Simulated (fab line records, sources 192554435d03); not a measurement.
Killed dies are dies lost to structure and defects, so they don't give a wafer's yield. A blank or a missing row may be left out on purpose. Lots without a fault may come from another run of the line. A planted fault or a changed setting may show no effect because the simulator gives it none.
Chamber matching | flow n5_finfet | N5_BEOL_M0_STRIP_142 on rie_diel-06: 4 sister chambers
The step strips in N2/H2, time 10 s. 14 wafers are shown with their chamber, then 7 later ones without.

WAFERS WITH THEIR CHAMBER
wafer  | chamber | drypump_motor_current_A (A) | showerhead_plenum_p_Torr (Torr) | throttle_valve_pct (%)
L077.3 | 1       | 5.64                        | 2.48                            | 23.7
L077.5 | 0       | 5.59                        | 2.71                            | 23.7
L077.6 | 3       | 5.28                        | 2.60                            | 23.6
L082.4 | 2       | 5.75                        | 2.69                            | 23.0
L082.5 | 0       | 5.57                        | 2.70                            | 23.7
L082.6 | 3       | 5.28                        | 2.60                            | 23.6
L084.1 | 2       | 5.76                        | 2.69                            | 23.1
L084.4 | 1       | 5.64                        | 2.47                            | 23.8
L084.6 | 0       | 5.61                        | 2.70                            | 23.7
L091.3 | 3       | 5.26                        | 2.59                            | 23.2
L091.4 | 0       | 5.58                        | 2.70                            | 23.7
L091.6 | 2       | 5.74                        | 2.68                            | 23.1
L094.1 | 1       | 5.62                        | 2.46                            | 23.8
L094.2 | 0       | 5.57                        | 2.69                            | 23.7

SIGNATURES (means of the wafers above)
reading                  | chamber 0 | chamber 1 | chamber 2 | chamber 3 | scatter within a chamber
drypump_motor_current_A  | 5.5840    | 5.6333    | 5.7500    | 5.2733    | 0.0136
showerhead_plenum_p_Torr | 2.7000    | 2.4700    | 2.6867    | 2.5967    | 0.0073
throttle_valve_pct       | 23.700    | 23.767    | 23.067    | 23.467    | 0.11
Rule: a wafer's distance from a chamber is the root of the sum, over the readings, of the square of ((its reading less the chamber's mean) divided by the reading's scatter). The wafer belongs to the nearest chamber; if the next one is less than 2 further off, it can't be placed. The scatter: the root of (the sum of the squares of (reading less its chamber's mean) over the shown wafers, divided by (wafers less chambers)).

WAFERS WITHOUT THEIR CHAMBER
wafer  | drypump_motor_current_A (A) | showerhead_plenum_p_Torr (Torr) | throttle_valve_pct (%)
L094.3 | 5.27                        | 2.59                            | 23.2
L095.1 | 5.62                        | 2.46                            | 23.8
L095.4 | 5.29                        | 2.59                            | 23.2
L095.5 | 5.58                        | 2.69                            | 23.7
L096.3 | 5.60                        | 2.69                            | 23.7
L096.5 | 5.75                        | 2.68                            | 23.1
L096.6 | 5.27                        | 2.59                            | 23.2

WHICH CHAMBER EACH WENT THROUGH
wafer  | from the rows above | in truth
L094.3 | 3                   | 3
L095.1 | 1                   | 1
L095.4 | 3                   | 3
L095.5 | 0                   | 0
L096.3 | 0                   | 0
L096.5 | 2                   | 2
L096.6 | 3                   | 3
Placed correctly: 7 of 7. Can't be placed from these rows: 0. Placed wrongly: 0.
